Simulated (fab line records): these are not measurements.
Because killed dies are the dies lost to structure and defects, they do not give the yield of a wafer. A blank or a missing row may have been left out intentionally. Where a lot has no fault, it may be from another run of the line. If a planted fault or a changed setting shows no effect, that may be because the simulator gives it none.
Chamber matching	flow nandHarc	4 sister chambers for NHARC_A_CONTACT_ETCH_102 on rieDiel-04
The step etches the open film in CF4/O2, target depth 70 nm, overetch 7 nm, time 38.5 s. 8 wafers are shown with their chamber, then 12 later ones without.

== WAFERS WITH THEIR CHAMBER ==
wafer	chamber	showerheadPlenumPTorr (Torr)	drypumpMotorCurrentA (A)
L083.6	0	1.32	5.9
L087.4	3	1.40	5.4
L087.6	1	1.32	5.1
L086.1	3	1.40	5.5
L086.5	2	1.37	5.8
L088.2	0	1.31	6.0
L088.3	2	1.37	5.8
L088.6	1	1.32	5.1

== WAFERS WHOSE CHAMBER IS MISSING ==
wafer	showerheadPlenumPTorr (Torr)	drypumpMotorCurrentA (A)
L092.3	1.31	5.9
L092.4	1.40	5.4
L092.6	1.31	6.0
L092.1	1.37	5.8
L092.2	1.32	5.1
L092.5	1.40	5.4
L094.1	1.39	5.5
L094.2	1.37	5.8
L094.5	1.37	5.7
L095.1	1.39	5.5
L095.3	1.37	5.8
L095.6	1.32	5.1

== CHAMBER TAKEN BY EACH ==
wafer	from the rows above	in truth
L092.3	0	0
L092.4	3	3
L092.6	0	0
L092.1	2	2
L092.2	1	1
L092.5	3	3
L094.1	3	3
L094.2	2	2
L094.5	2	2
L095.1	3	3
L095.3	2	2
L095.6	1	1
Placed correctly: 12 of 12. Can't be placed from these rows: 0. 0 placed wrongly.
How it was worked out, from the rows above alone: a wafer's distance from a chamber is the root of the sum, over the readings, of the square of ((its reading less the chamber's mean) divided by the reading's scatter). The wafer belongs to the nearest chamber; if the next one is less than 2 further off, it can't be placed. For every chamber, the mean is computed from those of its wafers that are shown. How the scatter is found: for the shown wafers, subtract from each reading the mean of its chamber, square and add these, divide the total by (wafers less chambers), then take the root.
